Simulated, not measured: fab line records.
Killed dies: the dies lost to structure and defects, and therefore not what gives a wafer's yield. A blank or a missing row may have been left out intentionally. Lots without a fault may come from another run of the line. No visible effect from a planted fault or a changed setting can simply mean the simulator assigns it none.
Matching of chambers	flow nandHarc	3 sister chambers for NHARC_P_M0_DEP_32 on pecvd-03
The step deposits SiCN, target thk 30 nm. 6 wafers are shown with their chamber, then 7 later ones without.

WAFERS WITH THEIR CHAMBER
wafer	chamber	heaterPowerW (W)
L496.1	2	567
L498.4	0	644
L501.4	1	537
L501.5	2	523
L504.2	0	703
L504.3	1	498

WAFERS WITHOUT THEIR CHAMBER
wafer	heaterPowerW (W)
L504.5	690
L505.1	569
L505.2	429
L505.4	570
L508.2	595
L508.4	525
L508.5	610

WHICH CHAMBER EACH ONE RAN IN
wafer	from the rows above	in truth
L504.5	0	0
L505.1	can't be placed: 2 or 1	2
L505.2	can't be placed: 1 or 2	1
L505.4	can't be placed: 2 or 1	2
L508.2	can't be placed: 2 or 1 or 0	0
L508.4	can't be placed: 1 or 2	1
L508.5	can't be placed: 0 or 2 or 1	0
Placed correctly: 1 of 7. These rows do not allow placing 6 (true chamber among the candidates in 6). Wrongly placed: 0.
How it was worked out, from the rows above alone: a wafer's distance from a chamber is the root of the sum, over the readings, of the square of ((its reading less the chamber's mean) divided by the reading's scatter). The wafer belongs to the nearest chamber; if the next one is less than 2 further off, it can't be placed. Each chamber's mean is taken over the wafers shown for it. The scatter: the root of (the sum of the squares of (reading less its chamber's mean) over the shown wafers, divided by (wafers less chambers)).
